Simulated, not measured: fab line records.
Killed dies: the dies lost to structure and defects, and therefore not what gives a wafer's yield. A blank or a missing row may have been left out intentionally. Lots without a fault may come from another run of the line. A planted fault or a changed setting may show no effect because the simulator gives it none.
Split-lot experiment :: flow n5_finfet :: 21 wafers read from 7 lots, route of 1938 steps

## SPLIT DETAILS
At N5_PASSIVATION_EXPOSE_41 (exposes mask PASS OPEN, defocus 0 nm, target cd 40000 nm), the setting dose_mj was moved away from the recipe's 57.25 on 3 of the 21 wafers read, by -3.3% to +5.5%. The other wafers ran this setting at the recipe's value.

## FROM THE SPLIT TO THE READING: what the file shows between them, 3 steps
- N5_PASSIVATION_PEB_42
- N5_PASSIVATION_DEVELOP_43: develop time 60 s
- N5_PASSIVATION_HARDBAKE_45: time 120 s

## THE READING
Shown in nm: cd_nm at N5_PASSIVATION_CD_MEAS_44, with target cd 40000 nm. On this fab line, fault-free wafers typically give 40001 nm with a standard deviation of 3.8 nm.

wafer: L080.2
tool, chamber at the split: krf_scanner-01, 0
dose_mj as run: 57.25
against the recipe: recipe
cd_nm, nm: 40004
against lot-mates on the recipe: -

wafer: L080.3
tool, chamber at the split: krf_scanner-01, 0
dose_mj as run: 57.25
against the recipe: recipe
cd_nm, nm: 40000
against lot-mates on the recipe: -

wafer: L080.6
tool, chamber at the split: krf_scanner-01, 0
dose_mj as run: 57.25
against the recipe: recipe
cd_nm, nm: 40000
against lot-mates on the recipe: -

wafer: L074.2
tool, chamber at the split: krf_scanner-01, 0
dose_mj as run: 57.25
against the recipe: recipe
cd_nm, nm: 40000
against lot-mates on the recipe: -

wafer: L074.4
tool, chamber at the split: krf_scanner-01, 0
dose_mj as run: 57.25
against the recipe: recipe
cd_nm, nm: 40001
against lot-mates on the recipe: -

wafer: L074.5
tool, chamber at the split: krf_scanner-01, 0
dose_mj as run: 57.25
against the recipe: recipe
cd_nm, nm: 40001
against lot-mates on the recipe: -

wafer: L084.1
tool, chamber at the split: krf_scanner-01, 0
dose_mj as run: 57.25
against the recipe: recipe
cd_nm, nm: 39991
against lot-mates on the recipe: -

wafer: L084.2
tool, chamber at the split: krf_scanner-01, 0
dose_mj as run: 60.38
against the recipe: +5.5%
cd_nm, nm: 40016
against lot-mates on the recipe: +22

wafer: L084.3
tool, chamber at the split: krf_scanner-01, 0
dose_mj as run: 57.25
against the recipe: recipe
cd_nm, nm: 39997
against lot-mates on the recipe: -

wafer: L083.2
tool, chamber at the split: krf_scanner-02, 0
dose_mj as run: 57.25
against the recipe: recipe
cd_nm, nm: 40004
against lot-mates on the recipe: -

wafer: L083.5
tool, chamber at the split: krf_scanner-02, 0
dose_mj as run: 57.25
against the recipe: recipe
cd_nm, nm: 39996
against lot-mates on the recipe: -

wafer: L083.6
tool, chamber at the split: krf_scanner-02, 0
dose_mj as run: 57.25
against the recipe: recipe
cd_nm, nm: 39997
against lot-mates on the recipe: -

wafer: L087.2
tool, chamber at the split: krf_scanner-01, 0
dose_mj as run: 57.25
against the recipe: recipe
cd_nm, nm: 40005
against lot-mates on the recipe: -

wafer: L087.4
tool, chamber at the split: krf_scanner-01, 0
dose_mj as run: 60.22
against the recipe: +5.2%
cd_nm, nm: 40019
against lot-mates on the recipe: +16

wafer: L087.5
tool, chamber at the split: krf_scanner-01, 0
dose_mj as run: 57.25
against the recipe: recipe
cd_nm, nm: 40001
against lot-mates on the recipe: -

wafer: L092.2
tool, chamber at the split: krf_scanner-02, 0
dose_mj as run: 55.34
against the recipe: -3.3%
cd_nm, nm: 39990
against lot-mates on the recipe: -14

wafer: L092.4
tool, chamber at the split: krf_scanner-02, 0
dose_mj as run: 57.25
against the recipe: recipe
cd_nm, nm: 40003
against lot-mates on the recipe: -

wafer: L092.6
tool, chamber at the split: krf_scanner-02, 0
dose_mj as run: 57.25
against the recipe: recipe
cd_nm, nm: 40005
against lot-mates on the recipe: -

wafer: L094.1
tool, chamber at the split: krf_scanner-02, 0
dose_mj as run: 57.25
against the recipe: recipe
cd_nm, nm: 40007
against lot-mates on the recipe: -

wafer: L094.4
tool, chamber at the split: krf_scanner-02, 0
dose_mj as run: 57.25
against the recipe: recipe
cd_nm, nm: 39997
against lot-mates on the recipe: -

wafer: L094.5
tool, chamber at the split: krf_scanner-02, 0
dose_mj as run: 57.25
against the recipe: recipe
cd_nm, nm: 39999
against lot-mates on the recipe: -

FIT RESULTS
A straight line over all 21 wafers: cd_nm changes by +3.18 nm for each +1% of dose_mj; r = +0.84; the points scatter about the line by 3.8 nm.
The same after taking each lot's own level away (the mean of its wafers on the recipe; 21 wafers): +3.7 nm for each +1%; r = +0.93; scatter 2.8 nm.
According to that fit, moving dose_mj by its largest amount changes the reading by 20 nm.
Measured against the standard deviation above, the lots' own levels, which go from 39994.0 to 40004.0 nm, span 2.6 times it.
Thus the slope moves with the lot-to-lot level: the two fits are different.
Check: for one of the wafers moved furthest among these (+5.5%), held out of the fit, the line's prediction against its lot-mates is +18.5 nm. It came out at +22 nm against them.

## THE OTHER SPLITS THESE WAFERS WENT THROUGH
These wafers also went through other splits before the reading. Each is held against what the fit with the lots' levels taken away leaves over:
other split on the same wafers: N5_BEOL_M14_TRENCH_ETCH_34 time_s
wafers away from the commonest value: 8
r with cd_nm (lot level and that fit taken away): +0.19

other split on the same wafers: N5_BEOL_M15_SPUTTER_44 power_w
wafers away from the commonest value: 9
r with cd_nm (lot level and that fit taken away): -0.02

other split on the same wafers: N5_PASSIVATION_EXPOSE_07 dose_mj
wafers away from the commonest value: 8
r with cd_nm (lot level and that fit taken away): +0.35

## FILE'S OWN FIT
cd_nm changes by +3.62 nm for each +1% of dose_mj, r = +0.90.
